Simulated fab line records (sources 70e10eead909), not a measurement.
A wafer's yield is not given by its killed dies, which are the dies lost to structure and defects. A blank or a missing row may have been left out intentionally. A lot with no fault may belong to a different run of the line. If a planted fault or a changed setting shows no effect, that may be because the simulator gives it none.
fab line records | flow nand-harc | part 1 of 2: steps 1 to 25 of 35
[record] lots = 5 wafers = 15 last-day = 34
route steps=1302 shown P_GATE@170
lots with no fault: from the same line, run without faults
start-h: start of the lot's first displayed wafer, in hours after the record's first day | wait-h: hours elapsed since this lot's preceding step | " unchanged from the row above | L1.1+2: a single row standing in for several wafers | - value missing, or start not given | * or withheld: withheld | < > ~ a bound
route shown NAME@n: NAME is a module with steps in the file, n the number in the route of the first one | usual: mean/standard deviation of fault-free wafers | same: alike in all rows | chamber/n: place in a boat | sites: per-site readings | _std_site: the values' standard deviation | _edge_site: outer sites' mean less inner sites' | radius-mm: how far each site lies from the wafer's centre | mask NAME#n: copy n | behind: the most recent tool/chamber to have shaped the wafer | hold: why the lot was held/for how many hours/how that ended | device: names the non-switching transistor (n, p or np) | end of line: the route-end tests of the same wafers | for a step that has no rows: nothing shown but its recipe | killed: the dies lost at the first sort to structure and to defects; this is not the yield of the wafer | map: the dies of a wafer, with x for killed, . for not killed, _ for no die there
set.NAME: setting as actually run; set.NAME@STEP: the setting as run at that earlier step | model.NAME: the simulator's own value behind a step, which no gauge read
lots at selected steps of the route; one table per step, one row per wafer
services: from which hour (start-h, from the record's first day; less than 0 if before it) a tool's chamber was out of use, for how many hours, and why
[[steps]]
[step NHARC_P_GATE_CD_MEAS_46]
[recipe] target-cd-nm = 720 landing-energy-ev = 500
[usual] cd-nm = 719.1/1.9
// columns lot.wafer tool chamber start-h wait-h cd-nm
L079.2 cd-sem-03 0 153.53 - 718.0
L079.3 " 0 " " 717.8
L079.6 " 0 " " 718.2
L088.1 cd-sem-03 0 255.54 - 722.9
L088.2 " 0 " " 719.0
L088.5 " 0 " " 724.3
L090.1 cd-sem-03 0 274.81 - 715.1
L090.4 " 0 " " 718.9
L090.5 " 0 " " 717.0
L096.2 cd-sem-03 0 332.01 - 721.9
L096.3 " 0 " " 721.6
L096.6 " 0 " " 717.1
L097.2 cd-sem-02 0 339.94 - 717.9
L097.4 " 0 " " 714.7
L097.6 " 0 " " 715.9
[step NHARC_P_GATE_HARDBAKE_47]
[recipe] temp-c = 125 time-s = 80
[usual] chill-plate-temp-C = 23.01/0.11
// columns lot.wafer tool chamber start-h wait-h chill-plate-temp-C
L079.2 litho-track-03 0 153.61 - 22.97
L079.3 " 0 " " 23.04
L079.6 " 0 " " 23.01
L088.1 litho-track-03 0 255.62 - 22.89
L088.2 " 0 " " 23.16
L088.5 " 0 " " 22.94
L090.1 litho-track-03 0 274.89 - 22.93
L090.4 " 0 " " 22.93
L090.5 " 0 " " 22.84
L096.2 litho-track-07 0 332.09 - 23.01
L096.3 " 0 " " 23.09
L096.6 " 0 " " 23.19
L097.2 litho-track-03 0 340.02 - 23.00
L097.4 " 0 " " 22.99
L097.6 " 0 " " 23.09
[step NHARC_P_GATE_DESCUM_48]
[recipe] time-s = 3 o2-flow-sccm = 200 ar-flow-sccm = 0 bias-power-w = 0 chemistry = O2
[usual] drypump-motor-current-A = 5.9/0.33 oes-product-au = 1.000/0.0085 rf-vpp-V = 57.9/0.87 showerhead-plenum-p-Torr = 1.94/0.071 throttle-valve-pct = 11.310/0.0089
// columns lot.wafer tool chamber start-h wait-h drypump-motor-current-A oes-product-au rf-hours-counter-h rf-vpp-V showerhead-plenum-p-Torr throttle-valve-pct
L079.3 rie-diel-03 3 153.71 - 5.9 0.997 1 58.9 2.01 11.306
L079.2 " 0 " " 5.9 1.001 1 57.9 1.86 11.311
L079.6 " 2 " " 5.7 0.994 - 58.5 1.97 11.316
L088.1 rie-diel-07 3 255.71 - 5.8 1.003 7 58.0 1.87 11.322
L088.2 " 0 " " 5.8 0.996 10 56.6 1.86 11.318
L088.5 " 3 " " 5.8 1.002 - 57.7 1.87 11.311
L090.1 rie-diel-03 2 274.97 - 5.7 1.007 9 58.4 1.97 11.311
L090.4 " 3 " " 5.9 0.987 8 59.0 2.01 11.301
L090.5 " 3 " " 5.9 0.993 - 58.4 2.01 11.319
L096.2 rie-diel-11 1 332.16 - 6.2 0.999 3 56.6 1.87 11.324
L096.3 " 0 " " 5.3 0.996 3 58.4 1.91 11.311
L096.6 " 2 " " 6.4 1.001 - 57.9 2.03 11.309
L097.2 rie-diel-11 3 340.11 - 5.5 0.998 4 57.6 2.06 11.310
L097.4 " 0 " " 5.3 0.998 3 56.1 1.91 11.324
L097.6 " 3 " " 5.5 0.991 - 57.9 2.06 11.301
[step NHARC_P_GATE_IMPLANT_49]
[recipe] energy-kev = 30 dose-cm2 = 3e+15 tilt-deg = 7
[usual] beam-on-s = 30.4/2.6
// columns lot.wafer tool chamber start-h wait-h beam-on-s
L079.2 implanter-01 0 153.86 0.1 33.2
L079.3 " 0 " " 32.5
L079.6 " 0 " " 32.5
L088.1 implanter-01 0 255.85 0.1 33.1
L088.2 " 0 " " 32.7
L088.5 " 0 " " 32.3
L090.1 implanter-02 0 275.12 0.1 26.5
L090.4 " 0 " " 27.3
L090.5 " 0 " " 26.4
L096.2 implanter-02 0 332.34 0.2 27.0
L096.3 " 0 " " 26.4
L096.6 " 0 " " 26.4
L097.2 implanter-01 0 340.28 0.2 31.8
L097.4 " 0 " " 31.1
L097.6 " 0 " " 31.7
[step NHARC_P_GATE_STRIP_111]
[recipe] power-w = 1500 temp-c = 110 time-s = 250 chemistry = N2/H2
[usual] drypump-motor-current-A = 5.8/0.42 heater-power-w = 83.1/2.9 rf-refl-power-W = 30/16
// columns lot.wafer tool chamber start-h wait-h drypump-motor-current-A heater-power-w rf-hours-counter-h rf-refl-power-W
L079.2 plasma-asher-02 1 154.10 0.2 6.5 84.6 13 25
L079.3 " 0 " " 6.0 79.5 - 50
L079.6 " 1 " " 6.5 85.3 - 24
L088.2 plasma-asher-01 0 256.07 0.2 5.4 85.5 14 36
L088.1 " 1 " " 5.5 82.3 14 8
L088.5 " 1 " " 5.5 83.0 - 8
L090.1 plasma-asher-02 0 275.36 0.2 6.0 79.9 4 49
L090.4 " 1 " " 6.4 87.0 - 24
L090.5 " 0 " " 6.0 82.4 - 50
L096.2 plasma-asher-02 0 332.67 0.3 6.0 77.4 17 51
L096.3 " 1 " " 6.5 86.5 - 26
L096.6 " 1 " " 6.5 88.0 - 26
L097.2 plasma-asher-01 0 340.52 0.2 5.4 86.8 32 37
L097.4 " 1 " " 5.6 83.5 - 8
L097.6 " 0 " " 5.4 84.6 - 36
[step NHARC_P_GATE_STRIP_75]
[recipe] power-w = 1500 temp-c = 250 chemistry = O2
[usual] drypump-motor-current-A = 5.8/0.43 heater-power-w = 310/12 rf-refl-power-W = 29/16
// columns lot.wafer tool chamber start-h wait-h drypump-motor-current-A heater-power-w rf-hours-counter-h rf-refl-power-W
L079.2 plasma-asher-02 1 154.36 0.2 6.5 315 13 23
L079.3 " 0 " " 6.0 284 - 51
L079.6 " 1 " " 6.5 315 - 24
L088.2 plasma-asher-01 0 256.37 0.2 5.4 317 14 36
L088.1 " 1 " " 5.6 309 14 8
L088.5 " 1 " " 5.5 315 - 9
L090.1 plasma-asher-02 0 275.66 0.3 6.0 300 5 53
L090.4 " 1 " " 6.5 334 - 25
L090.5 " 0 " " 6.0 292 - 52
L096.2 plasma-asher-02 0 332.97 0.3 6.0 300 17 52
L096.3 " 1 " " 6.5 325 - 23
L096.6 " 1 " " 6.5 331 - 24
L097.2 plasma-asher-01 0 340.78 0.2 5.4 327 33 35
L097.4 " 1 " " 5.6 310 - 9
L097.6 " 0 " " 5.4 316 - 35
[step NHARC_P_GATE_STRIP_50]
[recipe] time-s = 900 temp-c = 130 chemistry = SPM
// columns lot.wafer tool chamber start-h wait-h
L079.6+2+3 wet-bench-02 6,1,2 154.51 0.1
L088.2+1+5 wet-bench-02 0,2,3 256.53 0.2
L090.5+4+1 wet-bench-03 2,4,6 275.82 0.1
L096.2+3+6 wet-bench-09 5,6,0 333.13 0.1
L097.6+4+2 wet-bench-02 7,0,3 340.93 0.1
[step NHARC_P_GATE_DEHYDRATE_51]
[recipe] temp-c = 150 time-s = 120
[usual] chill-plate-temp-C = 22.99/0.11
// columns lot.wafer tool chamber start-h wait-h chill-plate-temp-C
L079.2 litho-track-03 0 154.85 - 22.94
L079.3 " 0 " " 22.87
L079.6 " 0 " " 22.81
L088.1 litho-track-05 0 256.86 - 22.79
L088.2 " 0 " " 22.89
L088.5 " 0 " " 22.91
L090.1 litho-track-05 0 276.16 - 23.01
L090.4 " 0 " " 22.96
L090.5 " 0 " " 22.99
L096.2 litho-track-03 0 333.47 - 22.74
L096.3 " 0 " " 22.80
L096.6 " 0 " " 22.86
L097.2 litho-track-03 0 341.33 - 23.04
L097.4 " 0 " " 23.05
L097.6 " 0 " " 22.96
[step NHARC_P_GATE_HMDS_52]
[recipe] time-s = 30
[usual] chill-plate-temp-C = 23.00/0.094
// columns lot.wafer tool chamber start-h wait-h chill-plate-temp-C
L079.2 litho-track-03 0 - - 23.00
L079.3 " 0 " " 23.06
L079.6 " 0 " " 22.93
L088.1 litho-track-05 0 - - 23.09
L088.2 " 0 " " 23.07
L088.5 " 0 " " 23.04
L090.1 litho-track-05 0 - - 23.00
L090.4 " 0 " " 23.13
L090.5 " 0 " " 22.92
L096.2 litho-track-03 0 - - 23.09
L096.3 " 0 " " 23.05
L096.6 " 0 " " 23.02
L097.2 litho-track-03 0 - - 22.92
L097.4 " 0 " " 22.95
L097.6 " 0 " " 23.06
[step NHARC_P_GATE_COAT_53]
[recipe] spin-rpm = 3000
[usual] chill-plate-temp-C = 23.03/0.11
// columns lot.wafer tool chamber start-h wait-h chill-plate-temp-C
L079.2 litho-track-03 0 - - 23.24
L079.3 " 0 " " 23.23
L079.6 " 0 " " 23.07
L088.1 litho-track-05 0 - - 22.91
L088.2 " 0 " " 23.10
L088.5 " 0 " " 23.07
L090.1 litho-track-05 0 - - 23.18
L090.4 " 0 " " 23.11
L090.5 " 0 " " 23.21
L096.2 litho-track-03 0 - - 23.10
L096.3 " 0 " " 23.08
L096.6 " 0 " " 23.07
L097.2 litho-track-03 0 - - 22.92
L097.4 " 0 " " 22.91
L097.6 " 0 " " 22.99
[step NHARC_P_GATE_SOFTBAKE_54]
[recipe] temp-c = 122 time-s = 95
[usual] chill-plate-temp-C = 22.99/0.11
// columns lot.wafer tool chamber start-h wait-h chill-plate-temp-C
L079.2 litho-track-03 0 - - 23.01
L079.3 " 0 " " 22.93
L079.6 " 0 " " 22.85
L088.1 litho-track-05 0 - - 23.06
L088.2 " 0 " " 22.91
L088.5 " 0 " " 22.95
L090.1 litho-track-05 0 - - 22.95
L090.4 " 0 " " 22.98
L090.5 " 0 " " 22.88
L096.2 litho-track-03 0 - - 23.01
L096.3 " 0 " " 22.93
L096.6 " 0 " " 22.96
L097.2 litho-track-03 0 - - 22.85
L097.4 " 0 " " 22.88
L097.6 " 0 " " 22.85
[step NHARC_P_GATE_EBR_55]
[usual] chill-plate-temp-C = 23.01/0.11
// columns lot.wafer tool chamber start-h wait-h chill-plate-temp-C
L079.2 litho-track-03 0 - - 23.03
L079.3 " 0 " " 22.84
L079.6 " 0 " " 22.94
L088.1 litho-track-05 0 - - 23.00
L088.2 " 0 " " 22.90
L088.5 " 0 " " 22.91
L090.1 litho-track-05 0 - - 23.08
L090.4 " 0 " " 23.20
L090.5 " 0 " " 23.13
L096.2 litho-track-03 0 - - 22.94
L096.3 " 0 " " 22.98
L096.6 " 0 " " 22.79
L097.2 litho-track-03 0 - - 23.06
L097.4 " 0 " " 23.08
L097.6 " 0 " " 23.13
[step NHARC_P_GATE_EXPOSE_56]
[recipe] na = 0.6 target-cd-nm = 720 dose-mj = 14.81 mask-id = P_PSD
// columns lot.wafer tool chamber start-h wait-h mask
L079.2+3+6 krf-scanner-03 0 155.00 - P_PSD#0
L088.1+2+5 krf-scanner-01 0 257.13 - P_PSD#0
L090.1+4+5 krf-scanner-01 0 276.43 - P_PSD#0
L096.2+3+6 krf-scanner-02 0 333.75 - P_PSD#0
L097.2+4+6 krf-scanner-02 0 341.48 - P_PSD#0
[step NHARC_P_GATE_PEB_57]
[recipe] peb-temp-c = 118 peb-time-s = 85
[usual] chill-plate-temp-C = 23.00/0.095
// columns lot.wafer tool chamber start-h wait-h chill-plate-temp-C
L079.2 litho-track-07 0 155.06 0.1 22.87
L079.3 " 0 " " 22.83
L079.6 " 0 " " 22.96
L088.1 litho-track-05 0 257.20 0.1 22.99
L088.2 " 0 " " 23.23
L088.5 " 0 " " 23.10
L090.1 litho-track-05 0 276.49 0.1 23.14
L090.4 " 0 " " 23.18
L090.5 " 0 " " 23.18
L096.2 litho-track-05 0 333.81 0.1 22.93
L096.3 " 0 " " 23.07
L096.6 " 0 " " 23.13
L097.2 litho-track-07 0 341.54 0.1 23.01
L097.4 " 0 " " 23.00
L097.6 " 0 " " 22.99
[step NHARC_P_GATE_DEVELOP_58]
[recipe] time-s = 70
[usual] chill-plate-temp-C = 22.99/0.094
// columns lot.wafer tool chamber start-h wait-h chill-plate-temp-C
L079.2 litho-track-07 0 - - 23.02
L079.3 " 0 " " 22.99
L079.6 " 0 " " 23.02
L088.1 litho-track-05 0 - - 23.05
L088.2 " 0 " " 23.01
L088.5 " 0 " " 23.13
L090.1 litho-track-05 0 - - 23.05
L090.4 " 0 " " 23.04
L090.5 " 0 " " 22.89
L096.2 litho-track-05 0 - - 22.87
L096.3 " 0 " " 22.97
L096.6 " 0 " " 23.10
L097.2 litho-track-07 0 - - 23.03
L097.4 " 0 " " 22.92
L097.6 " 0 " " 22.89
[step NHARC_P_GATE_CD_MEAS_59]
[recipe] target-cd-nm = 720 landing-energy-ev = 500
[usual] cd-nm = 720.6/2
// columns lot.wafer tool chamber start-h wait-h cd-nm
L079.2 cd-sem-03 0 155.15 - 719.2
L079.3 " 0 " " 721.4
L079.6 " 0 " " 721.5
L088.1 cd-sem-02 0 257.29 - 721.5
L088.2 " 0 " " 720.1
L088.5 " 0 " " 722.1
L090.1 cd-sem-03 0 276.58 - 720.5
L090.4 " 0 " " 725.4
L090.5 " 0 " " 723.7
L096.2 cd-sem-01 0 333.90 - 718.1
L096.3 " 0 " " 722.3
L096.6 " 0 " " 721.9
L097.2 cd-sem-03 0 341.64 - 720.6
L097.4 " 0 " " 716.1
L097.6 " 0 " " 718.7
[step NHARC_P_GATE_HARDBAKE_60]
[recipe] temp-c = 125 time-s = 80
[usual] chill-plate-temp-C = 23.01/0.11
// columns lot.wafer tool chamber start-h wait-h chill-plate-temp-C
L079.2 litho-track-05 0 155.23 - 23.09
L079.3 " 0 " " 22.91
L079.6 " 0 " " 23.05
L088.1 litho-track-05 0 257.37 - 22.90
L088.2 " 0 " " 23.01
L088.5 " 0 " " 23.00
L090.1 litho-track-07 0 276.66 - 22.95
L090.4 " 0 " " 23.02
L090.5 " 0 " " 22.99
L096.2 litho-track-07 0 333.98 - 23.07
L096.3 " 0 " " 22.87
L096.6 " 0 " " 22.85
L097.2 litho-track-03 0 341.72 - 22.86
L097.4 " 0 " " 22.98
L097.6 " 0 " " 23.03
[step NHARC_P_GATE_DESCUM_61]
[recipe] time-s = 3 o2-flow-sccm = 200 ar-flow-sccm = 0 bias-power-w = 0 chemistry = O2
[usual] drypump-motor-current-A = 5.8/0.37 oes-product-au = 1.005/0.011 rf-vpp-V = 57.8/0.86 showerhead-plenum-p-Torr = 1.95/0.074 throttle-valve-pct = 11.312/0.0082
// columns lot.wafer tool chamber start-h wait-h drypump-motor-current-A oes-product-au rf-hours-counter-h rf-vpp-V showerhead-plenum-p-Torr throttle-valve-pct
L079.3 rie-diel-11 1 155.32 - 6.2 1.020 2.1 58.3 1.88 11.319
L079.2 " 3 " " 5.5 1.005 3.1 58.9 2.07 11.315
L079.6 " 0 " " 5.3 1.011 - 58.3 1.91 11.299
L088.2 rie-diel-03 3 257.45 - 5.9 1.013 7.3 58.1 2.01 11.302
L088.1 " 1 " " 5.7 0.987 8.7 58.4 1.94 11.301
L088.5 " 0 " " 5.9 1.010 - 57.2 1.86 11.309
L090.4 rie-diel-11 1 276.75 - 6.2 1.011 1.2 57.1 1.87 11.300
L090.1 " 2 " " 6.4 1.019 1.7 56.4 2.04 11.309
L090.5 " 1 " " 6.2 1.009 - 58.6 1.87 11.327
L096.2 rie-diel-11 0 334.06 - 5.3 0.999 3.1 57.5 1.91 11.316
L096.3 " 1 " " 6.2 0.992 3.4 56.9 1.87 11.310
L096.6 " 0 " " 5.3 0.993 - 57.5 1.91 11.317
L097.4 rie-diel-03 0 341.80 - 5.9 1.007 3.3 56.2 1.85 11.312
L097.2 " 2 " " 5.8 0.992 3.3 58.4 1.97 11.319
L097.6 " 3 " " 5.9 1.020 - 56.7 2.01 11.299
[step NHARC_P_GATE_IMPLANT_62]
[recipe] energy-kev = 20 dose-cm2 = 3e+15 tilt-deg = 7
[usual] beam-on-s = 28.9/2.7
// columns lot.wafer tool chamber start-h wait-h beam-on-s
L079.2 implanter-01 0 155.48 0.1 32.3
L079.3 " 0 " " 32.5
L079.6 " 0 " " 34.2
L088.1 implanter-02 0 257.60 0.1 26.7
L088.2 " 0 " " 27.1
L088.5 " 0 " " 26.6
L090.1 implanter-02 0 276.89 0.1 27.6
L090.4 " 0 " " 27.7
L090.5 " 0 " " 26.4
L096.2 implanter-02 0 334.24 0.2 26.3
L096.3 " 0 " " 26.6
L096.6 " 0 " " 27.9
L097.2 implanter-02 0 341.97 0.1 26.4
L097.4 " 0 " " 26.0
L097.6 " 0 " " 25.8
[step NHARC_P_GATE_STRIP_112]
[recipe] power-w = 1500 temp-c = 110 time-s = 200 chemistry = N2/H2
[usual] drypump-motor-current-A = 6.0/0.42 heater-power-w = 83/3.4 rf-refl-power-W = 32/16
// columns lot.wafer tool chamber start-h wait-h drypump-motor-current-A heater-power-w rf-hours-counter-h rf-refl-power-W
L079.2 plasma-asher-02 0 155.72 0.2 6.0 77 13 52
L079.3 " 1 " " 6.5 84 - 25
L079.6 " 0 " " 6.0 79 - 55
L088.1 plasma-asher-01 1 257.85 0.2 5.5 84 15 8
L088.2 " 0 " " 5.4 85 15 36
L088.5 " 0 " " 5.4 86 - 37
L090.1 plasma-asher-01 1 277.12 0.2 5.5 83 20 8
L090.4 " 0 " " 5.4 85 - 36
L090.5 " 1 " " 5.5 84 - 9
L096.2 plasma-asher-02 0 334.43 0.2 6.0 79 18 49
L096.3 " 1 " " 6.5 89 - 25
L096.6 " 0 " " 6.0 80 - 50
L097.2 plasma-asher-02 1 342.21 0.2 6.5 88 20 24
L097.4 " 0 " " 6.0 81 - 51
L097.6 " 0 " " 6.0 81 - 55
[step NHARC_P_GATE_STRIP_76]
[recipe] power-w = 1500 temp-c = 250 chemistry = O2
[usual] drypump-motor-current-A = 6.0/0.42 heater-power-w = 310/12 rf-refl-power-W = 32/16
// columns lot.wafer tool chamber start-h wait-h drypump-motor-current-A heater-power-w rf-hours-counter-h rf-refl-power-W
L079.2 plasma-asher-02 0 155.95 0.2 6.0 283 14 48
L079.3 " 1 " " 6.5 321 - 25
L079.6 " 0 " " 6.0 290 - 51
L088.1 plasma-asher-01 1 258.11 0.2 5.5 309 15 8
L088.2 " 0 " " 5.4 313 15 36
L088.5 " 0 " " 5.4 318 - 37
L090.1 plasma-asher-01 1 277.38 0.2 5.5 318 20 8
L090.4 " 0 " " 5.4 315 - 35
L090.5 " 1 " " 5.5 316 - 8
L096.2 plasma-asher-02 0 334.69 0.2 6.0 305 18 51
L096.3 " 1 " " 6.5 326 - 25
L096.6 " 0 " " 6.0 301 - 52
L097.2 plasma-asher-02 1 342.44 0.2 6.5 334 20 25
L097.4 " 0 " " 6.0 302 - 51
L097.6 " 0 " " 6.0 305 - 51
[step NHARC_P_GATE_STRIP_63]
[recipe] time-s = 900 temp-c = 130 chemistry = SPM
// columns lot.wafer tool chamber start-h wait-h
L079.6+3+2 wet-bench-02 5,6,1 156.09 0.1
L088.2+5+1 wet-bench-03 7,0,2 258.26 0.1
L090.4+1+5 wet-bench-02 6,7,3 277.54 0.1
L096.2+3+6 wet-bench-03 5,6,7 334.84 0.1
L097.2+4+6 wet-bench-09 1,3,5 342.57 0.1
[step NHARC_P_GATE_DEHYDRATE_83]
[recipe] temp-c = 150 time-s = 120
[usual] chill-plate-temp-C = 22.99/0.082
// columns lot.wafer tool chamber start-h wait-h chill-plate-temp-C
L079.2 litho-track-05 0 156.43 - 23.05
L079.3 " 0 " " 23.01
L079.6 " 0 " " 22.95
L088.1 litho-track-05 0 258.60 - 22.92
L088.2 " 0 " " 22.93
L088.5 " 0 " " 22.98
L090.1 litho-track-05 0 277.90 - 23.04
L090.4 " 0 " " 22.91
L090.5 " 0 " " 23.14
L096.2 litho-track-03 0 335.18 - 23.06
L096.3 " 0 " " 23.08
L096.6 " 0 " " 23.15
L097.2 litho-track-03 0 342.92 - 23.07
L097.4 " 0 " " 23.11
L097.6 " 0 " " 23.02
[step NHARC_P_GATE_HMDS_84]
[recipe] time-s = 30
[usual] chill-plate-temp-C = 22.99/0.11
// columns lot.wafer tool chamber start-h wait-h chill-plate-temp-C
L079.2 litho-track-05 0 - - 23.07
L079.3 " 0 " " 23.01
L079.6 " 0 " " 23.10
L088.1 litho-track-05 0 - - 23.02
L088.2 " 0 " " 22.86
L088.5 " 0 " " 22.90
L090.1 litho-track-05 0 - - 23.04
L090.4 " 0 " " 22.92
L090.5 " 0 " " 22.95
L096.2 litho-track-03 0 - - 22.85
L096.3 " 0 " " 22.87
L096.6 " 0 " " 22.89
L097.2 litho-track-03 0 - - 23.15
L097.4 " 0 " " 23.23
L097.6 " 0 " " 23.16
[step NHARC_P_GATE_COAT_85]
[recipe] spin-rpm = 3000
[usual] chill-plate-temp-C = 22.98/0.12
// columns lot.wafer tool chamber start-h wait-h chill-plate-temp-C
L079.2 litho-track-05 0 - - 23.15
L079.3 " 0 " " 23.03
L079.6 " 0 " " 23.11
L088.1 litho-track-05 0 - - 22.90
L088.2 " 0 " " 23.01
L088.5 " 0 " " 23.01
L090.1 litho-track-05 0 - - 22.93
L090.4 " 0 " " 22.99
L090.5 " 0 " " 23.08
L096.2 litho-track-03 0 - - 23.24
L096.3 " 0 " " 23.06
L096.6 " 0 " " 23.00
L097.2 litho-track-03 0 - - 22.78
L097.4 " 0 " " 22.86
L097.6 " 0 " " 22.76
